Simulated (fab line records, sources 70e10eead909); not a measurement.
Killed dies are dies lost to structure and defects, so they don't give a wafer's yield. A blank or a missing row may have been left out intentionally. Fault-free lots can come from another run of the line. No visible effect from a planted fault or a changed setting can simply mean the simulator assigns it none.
A lot that was struck, set against a sound lot / flow nand-harc / 15 out of 1159 route steps
Sound: these wafers, L286.1, L286.3, L286.6. The struck wafers were L282.2, L282.4, L282.5. At the end, the cause is stated.
At each step with rows: each side's tool, then ch and its chambers, then its first start. Under that, the readings that differ: sound wafers / struck wafers / difference of the means / sigmas: that difference in standard deviations of wafers without a fault.
alike: readings whose means differ by less than 2 such deviations, and words and numbers that are the same on both sides. not compared: withheld readings, readings that some wafer has no value for, bounds like >300 that may hide the same value, and numbers for which the record gives no deviation and whose values overlap.
A row with sigmas, a row that says differs or no value, or rows on one side alone: a step with any of these is where the two part. Numbers that have no deviation but don't overlap get no sigmas and don't part them. A reading that every wafer of one side lacks parts them only if that side has two wafers or more.

first, 1 step without rows for these wafers: NHARC_A_ONON_D1_DEP_03 (target thk 1000 nm).
NHARC_A_ONON_D1_THK_MEAS_05: measures by ellipsometry.
  sound on film-metro-02 at day 11 09:24; struck on film-metro-02 at day 10 20:52
  alike: thk-nm
then, no rows for these wafers at 1 step: NHARC_A_ONON_D1_DEP_06 (target thk 1000 nm).
NHARC_A_ONON_D1_THK_MEAS_08: measures by ellipsometry.
  sound on film-metro-02 at day 11 09:58; struck on film-metro-01 at day 10 21:26
  alike: thk-nm
then, no rows for these wafers at 1 step: NHARC_A_ONON_D1_DEP_09 (target thk 1000 nm).
NHARC_A_ONON_D1_THK_MEAS_11: measures by ellipsometry.
  sound on film-metro-02 at day 11 10:32; struck on film-metro-01 at day 10 22:00
  alike: thk-nm
then, no rows for these wafers at 1 step: NHARC_A_ONON_D1_DEP_12 (target thk 1000 nm).
NHARC_A_ONON_D1_THK_MEAS_14: measures by ellipsometry.
  sound on film-metro-01 at day 11 11:07; struck on film-metro-02 at day 10 22:34
  alike: thk-nm
then, 2 steps without rows for these wafers: NHARC_A_ONON_D1_ANNEAL_15 (time 3600 s); NHARC_A_ONON_D1_DEP_16 (target thk 1000 nm).
NHARC_A_ONON_D1_THK_MEAS_18: measures by ellipsometry.
  sound on film-metro-01 at day 11 21:05; struck on film-metro-02 at day 11 05:37
  alike: thk-nm
NHARC_A_ONON_D1_DEP_19: target thk 1000 nm.
  sound on pecvd-onon-04 ch 0, day 11 21:09; struck on pecvd-onon-03 ch 0, day 11 05:44
NHARC_A_ONON_D1_THK_MEAS_21: measures by ellipsometry.
  sound on film-metro-02 at day 11 21:40; struck on film-metro-01 at day 11 06:13
reading=thk-nm (nm); sound=1001 1002 999; struck=528 526 525; difference=-474; sigmas=-49
then, no rows for these wafers at 1 step: NHARC_A_ONON_D1_DEP_22 (target thk 1000 nm).
-- the record jumps here: 11 days lie between the struck wafers' starts before and after (it left off in module A_ONON_D1 and takes up again in module END, whose first step shown is number 1159 of the route) --
NHARC_END_SORT_01:
  only the struck wafers appear in the record here, on prober-01 ch 0 at day 22 11:26; the sound ones have no rows

== WHERE THEY PART ==
At NHARC_A_ONON_D1_THK_MEAS_21 first; at NHARC_END_SORT_01 last (within this record only).

WHY: whatever the simulator had introduced
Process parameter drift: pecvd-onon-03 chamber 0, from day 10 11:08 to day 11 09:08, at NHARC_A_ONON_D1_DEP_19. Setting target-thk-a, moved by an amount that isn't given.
